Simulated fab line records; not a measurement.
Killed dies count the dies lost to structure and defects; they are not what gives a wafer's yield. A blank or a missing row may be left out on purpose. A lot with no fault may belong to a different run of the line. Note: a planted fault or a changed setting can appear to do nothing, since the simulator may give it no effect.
Matching of chambers -- flow n5 finfet -- N5_BEOL_M10_STRIP_36 on rie diel-04 has 4 sister chambers
The step strips in N2/H2. 8 wafers are shown with their chamber, then 9 later ones without.

EACH WAFER AND ITS CHAMBER
wafer,chamber,showerhead plenum p Torr (Torr),throttle valve pct (%)
L082.5,3,2.56,23.56
L084.3,2,2.56,23.76
L084.4,0,2.49,23.20
L085.2,2,2.56,23.78
L085.3,0,2.49,23.13
L088.2,3,2.55,23.63
L088.3,1,2.47,23.84
L088.5,1,2.47,23.83

WAFERS MISSING THEIR CHAMBER
wafer,showerhead plenum p Torr (Torr),throttle valve pct (%)
L090.2,2.47,23.82
L090.3,2.56,23.80
L090.4,2.55,23.60
L093.1,2.56,23.79
L093.3,2.48,23.19
L093.6,2.48,23.17
L097.1,2.55,23.65
L097.3,2.55,23.79
L097.6,2.55,23.65

CHAMBER TAKEN BY EACH
wafer,from the rows above,in truth
L090.2,1,1
L090.3,2,2
L090.4,3,3
L093.1,2,2
L093.3,0,0
L093.6,0,0
L097.1,3,3
L097.3,2,2
L097.6,3,3
Correct placement for 9 of the 9. Can't be placed from these rows: 0. Wrongly placed: 0.
How it was worked out, from the rows above alone: a wafer's distance from a chamber is the root of the sum, over the readings, of the square of ((its reading less the chamber's mean) divided by the reading's scatter). The wafer belongs to the nearest chamber; if the next one is less than 2 further off, it can't be placed. The mean given for a chamber averages the wafers shown for that chamber. The scatter: the root of (the sum of the squares of (reading less its chamber's mean) over the shown wafers, divided by (wafers less chambers)).
